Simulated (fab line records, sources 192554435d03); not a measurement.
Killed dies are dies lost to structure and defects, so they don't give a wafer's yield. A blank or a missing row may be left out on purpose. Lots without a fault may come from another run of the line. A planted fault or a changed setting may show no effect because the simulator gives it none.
A struck lot beside a sound one | flow n5_finfet | 16 steps out of a route of 1938
Sound: wafers L576.2, L576.3, L576.5. Struck: wafer L582.5. (L582.2, L582.3 of the same lot were not struck and are left out.) The cause comes at the end.
At each step with rows: each side's tool, then ch and its chambers, then its first start. Under that, the readings that differ: sound wafers | struck wafers | difference of the means | sigmas: that difference in standard deviations of wafers without a fault.
alike: readings whose means differ by less than 2 such deviations, and words and numbers that are the same on both sides. not compared: withheld readings, readings that some wafer has no value for, bounds like >300 that may hide the same value, and numbers for which the record gives no deviation and whose values overlap.
The two part at a step that has a row with sigmas, a row that says differs or no value, or rows on one side only. Numbers that don't overlap but have no deviation are shown without sigmas and don't part them. A reading that every wafer of one side lacks parts them only if that side has two wafers or more.

first, 6 steps without rows for these wafers: N5_BEOL_M2_COAT_22 (resist thk 30 nm); N5_BEOL_M2_EBR_24; N5_BEOL_M2_SOFTBAKE_23 (time 60 s); N5_BEOL_M2_EXPOSE_25 (exposes mask V1, defocus 5 nm); N5_BEOL_M2_PEB_26 (peb time 60 s); N5_BEOL_M2_DEVELOP_27 (develop time 30 s).
N5_BEOL_M2_CD_MEAS_28: target cd 26.2 nm, target cd y 24.1 nm.
  sound on cd_sem-02 ch 0, day 8 05:56; struck on cd_sem-03 ch 0, day 10 06:17
  alike: cd_nm
N5_BEOL_M2_OVL_MEAS_29:
  sound on overlay-01 ch 0, day 8 05:58; struck on overlay-01 ch 0, day 10 06:19
  alike: V1_OVL
N5_BEOL_M2_INSPECT_30: inspects for defects (brightfield).
  sound on defect_inspect-01, day 8 06:01; struck on defect_inspect-02, day 10 06:22
  alike: raw_defect_count
N5_BEOL_M2_DESCUM_33: chemistry O2, time 7 s.
  sound on rie_diel-01 ch 0,2, day 8 06:03; struck on rie_diel-05 ch 3, day 10 06:24
  reading                | sound             | struck | difference | sigmas
  oes_product_au (a.u.)  | 0.71 0.77 0.71    | 0.89   | +0.16      | +2
  throttle_valve_pct (%) | 20.44 20.57 20.43 | 20.05  | -0.43      | -2
  alike: drypump_motor_current_A, rf_vpp_V, showerhead_plenum_p_Torr
  not compared: rf_hours_counter_h
N5_BEOL_M2_ETCH_77: etches underlayer in N2/H2, target depth 6.5 nm, time 5.2 s.
  sound on rie_diel-01 ch 0,2, day 8 06:05; struck on rie_diel-05 ch 3, day 10 06:26
  reading                | sound             | struck | difference | sigmas
  oes_product_au (a.u.)  | 0.61 0.65 0.61    | 0.78   | +0.16      | +3
  throttle_valve_pct (%) | 17.97 17.84 17.96 | 17.38  | -0.54      | -2
  alike: drypump_motor_current_A, etch_rf_on_time_s, rf_vpp_V, showerhead_plenum_p_Torr
  not compared: rf_hours_counter_h
N5_BEOL_M2_ETCH_69: etches SiARC in CF4, target depth 15.6 nm, time 26 s.
  sound on rie_diel-01 ch 0,2, day 8 06:07; struck on rie_diel-05 ch 3, day 10 06:27
  reading                | sound             | struck | difference | sigmas
  oes_product_au (a.u.)  | 0.61 0.65 0.61    | 0.78   | +0.16      | +3
  throttle_valve_pct (%) | 15.74 15.74 15.76 | 15.26  | -0.49      | -2
  alike: drypump_motor_current_A, etch_rf_on_time_s, rf_vpp_V, showerhead_plenum_p_Torr
  not compared: rf_hours_counter_h
N5_BEOL_M2_ALD_98: deposits SiO2, target thk 2.5 nm, pulse time 1 s, co reactant pulse time 1 s.
  sound on ald_sin-03 ch 0,1, day 8 06:11; struck on ald_sin-03 ch 2, day 10 06:32
  reading                                  | sound       | struck | difference | sigmas
  ald_cycles                               | 17 17 17    | 5      | -12        |
  model.SiO2_of_BEOL_M2_ALD_98.thk_nm (nm) | 2.4 2.6 2.6 | 0.8    | -1.7       |
  alike: heater_power_w, precursor_pulse_height_rel
N5_BEOL_M2_ETCHBACK_99: etches SiO2 in CHF3, target depth 5 nm, time 10.4 s.
  sound on rie_diel-05 ch 0,1, day 8 09:33; struck on rie_diel-05 ch 2, day 11 18:29
  reading               | sound          | struck | difference | sigmas
  oes_product_au (a.u.) | 0.84 0.92 0.93 | 0.74   | -0.16      | -2
  alike: drypump_motor_current_A, rf_vpp_V, showerhead_plenum_p_Torr, throttle_valve_pct
  not compared: rf_hours_counter_h
N5_BEOL_M4_RC_MEAS_101:
  sound on prober-01 ch 0, day 11 22:43; struck on prober-01 ch 0, day 13 09:40
  alike: DIBL_N, DIBL_P, IOFF_N, IOFF_P, ION_N, ION_P, SS_N, SS_P, VT_N, VT_P
N5_PASSIVATION_PROBE_49:
  the record has rows for the sound wafers here (prober-01, day 16 12:05) and none for the struck ones

WHERE THEY PART
First at N5_BEOL_M2_DESCUM_33; last, within this record, at N5_PASSIVATION_PROBE_49.

WHY: what the simulator had put in
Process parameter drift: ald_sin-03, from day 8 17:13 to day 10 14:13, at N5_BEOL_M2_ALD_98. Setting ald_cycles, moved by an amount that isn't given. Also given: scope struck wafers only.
